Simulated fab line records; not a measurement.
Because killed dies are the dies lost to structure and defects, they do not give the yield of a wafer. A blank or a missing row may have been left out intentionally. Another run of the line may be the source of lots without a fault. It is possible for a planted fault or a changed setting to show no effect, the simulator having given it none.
The same fault as seen by 2 desks	flow nand-harc	numbers are kept per desk, each desk with only its own; the story behind them comes last

THE METROLOGY DESK
What the gauges read, lot by lot, whatever tool the lot ran on: means of the sampled wafers that have a number. Any lot whose mean is over 4 standard deviations away from the usual mean is out of limits and marked OUT; that distance is given in the brackets.
Columns: A = thk-nm at NHARC_A_M1_THK_MEAS_24, usual 154.3 nm
lot	first seen here	A
L272	day 18 03:53	154.0
L271	day 18 04:24	154.4
L273	day 18 13:04	154.8
L274	day 18 13:23	153.9
L282	day 20 12:43	153.4
L279	day 21 00:38	152.3
L284	day 21 04:28	154.2
L287	day 22 15:57	154.3
L288	day 22 16:54	155.4
L289	day 22 20:26	155.7
L290	day 23 03:00	154.3
L291	day 23 13:28	154.5
L293	day 23 17:23	153.0
This desk's verdict: no lot among the 13 shows anything out of limits.

TOOL OWNER'S DESK, rie-diel-01
The tool's own readings at NHARC_A_BONDPAD_ETCH_12 (etches the open film in CHF3/O2, target depth 220 nm, time 110 s): means of the sampled wafers that have a number, for each lot that ran on this tool. Any lot whose mean is over 4 standard deviations away from the usual mean is out of limits and marked OUT; that distance is given in the brackets.
Columns: A = bias-w at NHARC_A_BONDPAD_ETCH_12, usual 200.0 W; B = drypump-motor-current-A at NHARC_A_BONDPAD_ETCH_12, usual 5.7 A; C = oes-product-au at NHARC_A_BONDPAD_ETCH_12, usual 0.940 a.u.; D = rf-vpp-V at NHARC_A_BONDPAD_ETCH_12, usual 370.4 V; E = showerhead-plenum-p-Torr at NHARC_A_BONDPAD_ETCH_12, usual 2.40 Torr; F = throttle-valve-pct at NHARC_A_BONDPAD_ETCH_12, usual 20.572 %
lot	first seen here	A	B	C	D	E	F
L272	day 18 06:23	199.6	6.0	0.925	370.8	2.41	20.573
L271	day 18 06:54	200.7	5.8	0.927	370.7	2.43	20.570
L274	day 18 16:26	200.4	5.9	0.925	367.5	2.30	20.568
L279	day 21 03:22	200.2	5.8	0.892	370.8	2.40	20.580
This desk's verdict: no lot among the 4 shows anything out of limits.

BROUGHT TOGETHER
From the metrology desk's view, nothing was out of limits.
The tool owner's desk saw nothing out of limits.

WHAT THE SIMULATOR PUT IN
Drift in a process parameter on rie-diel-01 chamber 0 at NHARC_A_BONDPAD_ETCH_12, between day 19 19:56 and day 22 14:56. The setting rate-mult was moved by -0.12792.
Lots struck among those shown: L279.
